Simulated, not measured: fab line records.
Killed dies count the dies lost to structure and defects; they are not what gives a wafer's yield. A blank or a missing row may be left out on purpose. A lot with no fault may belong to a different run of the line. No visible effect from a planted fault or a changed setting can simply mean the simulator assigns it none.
Split-lot study :: flow n5Finfet :: route with 1938 steps; 7 lots, 21 wafers read

== SPLIT DETAILS ==
At N5_BEOL_M10_COAT_63 (time 60 s, resist thk 100 nm), the setting spinRpm was moved away from the recipe's 1500 rpm on 6 of the 21 wafers read, by -3.7% to +6.8%. For the rest of the wafers, this setting stayed at what the recipe calls for.

== FROM THE SPLIT TO THE READING: what the file shows between them, 6 steps ==
- N5_BEOL_M10_COAT_64: time 60 s, resist thk 30 nm
- N5_BEOL_M10_COAT_22: resist thk 90 nm
- N5_BEOL_M10_DESCUM_33: chemistry O2, time 7.9 s
- N5_BEOL_M10_ETCH_65: etches SiARC in CF4, target depth 39 nm, time 65 s
- N5_BEOL_M10_ETCH_66: etches SOC in N2/H2, target depth 120 nm, overetch 24 nm, time 180 s
- N5_BEOL_M10_STRIP_69: strips in N2/H2

== THE READING ==
SOC_of_BEOL_M10_COAT_63.thkNm (the simulator's own value, which no gauge read), in nm, at N5_BEOL_M10_VIA_ETCH_34 (etches SiCOH lowk in C4F6/O2, target depth 184.5 nm, time 69.2 s). There is no usual value for it anywhere in the file. Here, 15 wafers ran the recipe; their average is 92.0 nm with a standard deviation of 0.18 nm.

wafer: L074.2
tool, chamber at the split: lithoTrack-05, 0
spinRpm as run, rpm: 1500
against the recipe: recipe
SOC_of_BEOL_M10_COAT_63.thkNm, nm: 91.8
against lot-mates on the recipe: -

wafer: L074.4
tool, chamber at the split: lithoTrack-05, 0
spinRpm as run, rpm: 1500
against the recipe: recipe
SOC_of_BEOL_M10_COAT_63.thkNm, nm: 92
against lot-mates on the recipe: -

wafer: L074.6
tool, chamber at the split: lithoTrack-05, 0
spinRpm as run, rpm: 1500
against the recipe: recipe
SOC_of_BEOL_M10_COAT_63.thkNm, nm: 92
against lot-mates on the recipe: -

wafer: L075.2
tool, chamber at the split: lithoTrack-02, 0
spinRpm as run, rpm: 1500
against the recipe: recipe
SOC_of_BEOL_M10_COAT_63.thkNm, nm: 92
against lot-mates on the recipe: -

wafer: L075.5
tool, chamber at the split: lithoTrack-02, 0
spinRpm as run, rpm: 1445
against the recipe: -3.7%
SOC_of_BEOL_M10_COAT_63.thkNm, nm: 94
against lot-mates on the recipe: +1.9

wafer: L075.6
tool, chamber at the split: lithoTrack-02, 0
spinRpm as run, rpm: 1500
against the recipe: recipe
SOC_of_BEOL_M10_COAT_63.thkNm, nm: 92.2
against lot-mates on the recipe: -

wafer: L080.1
tool, chamber at the split: lithoTrack-02, 0
spinRpm as run, rpm: 1562
against the recipe: +4.1%
SOC_of_BEOL_M10_COAT_63.thkNm, nm: 90
against lot-mates on the recipe: -2.2

wafer: L080.4
tool, chamber at the split: lithoTrack-02, 0
spinRpm as run, rpm: 1562
against the recipe: +4.1%
SOC_of_BEOL_M10_COAT_63.thkNm, nm: 90
against lot-mates on the recipe: -2.2

wafer: L080.5
tool, chamber at the split: lithoTrack-02, 0
spinRpm as run, rpm: 1500
against the recipe: recipe
SOC_of_BEOL_M10_COAT_63.thkNm, nm: 92.2
against lot-mates on the recipe: -

wafer: L086.2
tool, chamber at the split: lithoTrack-04, 0
spinRpm as run, rpm: 1500
against the recipe: recipe
SOC_of_BEOL_M10_COAT_63.thkNm, nm: 91.8
against lot-mates on the recipe: -

wafer: L086.5
tool, chamber at the split: lithoTrack-04, 0
spinRpm as run, rpm: 1500
against the recipe: recipe
SOC_of_BEOL_M10_COAT_63.thkNm, nm: 91.8
against lot-mates on the recipe: -

wafer: L086.4
tool, chamber at the split: lithoTrack-04, 0
spinRpm as run, rpm: 1500
against the recipe: recipe
SOC_of_BEOL_M10_COAT_63.thkNm, nm: 92.2
against lot-mates on the recipe: -

wafer: L087.1
tool, chamber at the split: lithoTrack-05, 0
spinRpm as run, rpm: 1500
against the recipe: recipe
SOC_of_BEOL_M10_COAT_63.thkNm, nm: 92
against lot-mates on the recipe: -

wafer: L087.6
tool, chamber at the split: lithoTrack-05, 0
spinRpm as run, rpm: 1500
against the recipe: recipe
SOC_of_BEOL_M10_COAT_63.thkNm, nm: 92
against lot-mates on the recipe: -

wafer: L087.2
tool, chamber at the split: lithoTrack-05, 0
spinRpm as run, rpm: 1582
against the recipe: +5.5%
SOC_of_BEOL_M10_COAT_63.thkNm, nm: 89.2
against lot-mates on the recipe: -2.8

wafer: L095.1
tool, chamber at the split: lithoTrack-05, 0
spinRpm as run, rpm: 1447
against the recipe: -3.5%
SOC_of_BEOL_M10_COAT_63.thkNm, nm: 94
against lot-mates on the recipe: +2.0

wafer: L095.2
tool, chamber at the split: lithoTrack-05, 0
spinRpm as run, rpm: 1500
against the recipe: recipe
SOC_of_BEOL_M10_COAT_63.thkNm, nm: 91.8
against lot-mates on the recipe: -

wafer: L095.4
tool, chamber at the split: lithoTrack-05, 0
spinRpm as run, rpm: 1500
against the recipe: recipe
SOC_of_BEOL_M10_COAT_63.thkNm, nm: 92.2
against lot-mates on the recipe: -

wafer: L096.1
tool, chamber at the split: lithoTrack-05, 0
spinRpm as run, rpm: 1500
against the recipe: recipe
SOC_of_BEOL_M10_COAT_63.thkNm, nm: 92.2
against lot-mates on the recipe: -

wafer: L096.2
tool, chamber at the split: lithoTrack-05, 0
spinRpm as run, rpm: 1602
against the recipe: +6.8%
SOC_of_BEOL_M10_COAT_63.thkNm, nm: 89.2
against lot-mates on the recipe: -3.1

wafer: L096.4
tool, chamber at the split: lithoTrack-05, 0
spinRpm as run, rpm: 1500
against the recipe: recipe
SOC_of_BEOL_M10_COAT_63.thkNm, nm: 92.4
against lot-mates on the recipe: -

FIT RESULTS
A straight line over all 21 wafers: SOC_of_BEOL_M10_COAT_63.thkNm changes by -0.486 nm for each +1% of spinRpm; r = -0.99; the points scatter about the line by 0.21 nm.
The same after taking each lot's own level away (the mean of its wafers on the recipe; 21 wafers): -0.505 nm for each +1%; r = -0.99; scatter 0.15 nm.
The reading moves by 3.4 nm for the largest change in spinRpm, on that fit.
Measured against the standard deviation above, the lots' own levels, which go from 91.93 to 92.30 nm, span 2.0 times it.
The two slopes agree, so the slope changes little with the lot-to-lot level.
Check: -3.59 nm against its lot-mates is what the line predicts for one of the wafers moved furthest among these (+6.8%) when that wafer is left out of the fit. Against them it came out at -3.1 nm.

== FURTHER SPLITS ON THESE WAFERS ==
Note: prior to the reading, these wafers also went through further splits. Each is held against what the fit with the lots' levels taken away leaves over:
other split on the same wafers: N5_BEOL_M9_ILD_DEP_00 timeS
wafers away from the commonest value: 4
r with SOC_of_BEOL_M10_COAT_63.thkNm (lot level and that fit taken away): +0.15

other split on the same wafers: N5_BEOL_M9_ETCH_65 biasW
wafers away from the commonest value: 5
r with SOC_of_BEOL_M10_COAT_63.thkNm (lot level and that fit taken away): +0.18

other split on the same wafers: N5_BEOL_M9_TRENCH_ETCH_37 biasW
wafers away from the commonest value: 5
r with SOC_of_BEOL_M10_COAT_63.thkNm (lot level and that fit taken away): -0.02

== THE WHOLE CHAIN: every reading that the file lists as answering this split, in the file's order ==
step: N5_BEOL_M10_COAT_63
what it does: time 60 s, resist thk 100 nm
reading: SOC_of_BEOL_M10_COAT_63.thkNm (the simulator's own value, which no gauge read)
change (the file's fit): -0.492 nm for each +1% of the setting
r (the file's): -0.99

step: N5_BEOL_M10_ETCH_66
what it does: etches SOC in N2/H2, target depth 120 nm, overetch 24 nm, time 180 s
reading: etch.depthNm (the simulator's own value, which no gauge read)
change (the file's fit): -0.489 nm for each +1% of the setting
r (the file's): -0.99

step: N5_BEOL_M10_VIA_ETCH_34
what it does: etches SiCOH lowk in C4F6/O2, target depth 184.5 nm, time 69.2 s
reading: SOC_of_BEOL_M10_COAT_63.thkNm (the simulator's own value, which no gauge read)
change (the file's fit): -0.5 nm for each +1% of the setting
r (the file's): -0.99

== FILE'S OWN FIT ==
SOC_of_BEOL_M10_COAT_63.thkNm changes by -0.5 nm for each +1% of spinRpm, r = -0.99.
